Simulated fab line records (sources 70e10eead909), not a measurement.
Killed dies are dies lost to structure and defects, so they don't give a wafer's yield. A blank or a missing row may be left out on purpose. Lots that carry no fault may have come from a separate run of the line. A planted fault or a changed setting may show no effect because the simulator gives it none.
Matching of chambers || flow nand harc || NHARC_A_SGD_CUT_DEP_00 on pecvd-03: 3 sister chambers
The step deposits SiNx, target thk 50 nm. 3 wafers are shown with their chamber, then 7 later ones without.

## WAFERS PAIRED WITH THEIR CHAMBERS
{"wafer": "L996.3", "chamber": 1, "heater power w (W)": 929}
{"wafer": "L998.4", "chamber": 2, "heater power w (W)": 604}
{"wafer": "L104.4", "chamber": 0, "heater power w (W)": 823}

## WAFERS MISSING THEIR CHAMBER
{"wafer": "L104.6", "heater power w (W)": 846}
{"wafer": "L106.1", "heater power w (W)": 830}
{"wafer": "L106.2", "heater power w (W)": 698}
{"wafer": "L106.3", "heater power w (W)": 603}
{"wafer": "L109.2", "heater power w (W)": 916}
{"wafer": "L109.3", "heater power w (W)": 662}
{"wafer": "L109.5", "heater power w (W)": 831}

## THE CHAMBER EACH PASSED THROUGH
{"wafer": "L104.6", "from the rows above": "can't be placed: 0 or 1", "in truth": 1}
{"wafer": "L106.1", "from the rows above": 0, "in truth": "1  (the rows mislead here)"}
{"wafer": "L106.2", "from the rows above": "can't be placed: 2 or 0", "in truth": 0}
{"wafer": "L106.3", "from the rows above": 2, "in truth": 2}
{"wafer": "L109.2", "from the rows above": "can't be placed: 1 or 0", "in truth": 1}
{"wafer": "L109.3", "from the rows above": 2, "in truth": 2}
{"wafer": "L109.5", "from the rows above": 0, "in truth": 0}
3 of 7 placed correctly. Cannot be placed on the basis of these rows: 3; the candidates contain the true chamber in 3. Wrongly placed: 1.
How it was worked out, from the rows above alone: a wafer's distance from a chamber is the root of the sum, over the readings, of the square of ((its reading less the chamber's mean) divided by the reading's scatter). If the next closest chamber is less than 2 further off than the closest, the wafer can't be placed; otherwise it belongs to the closest. The mean given for a chamber averages the wafers shown for that chamber. The scatter (one wafer shown for each chamber): square how far every hidden wafer sits from the nearest shown wafer, average those squares and take the square root.
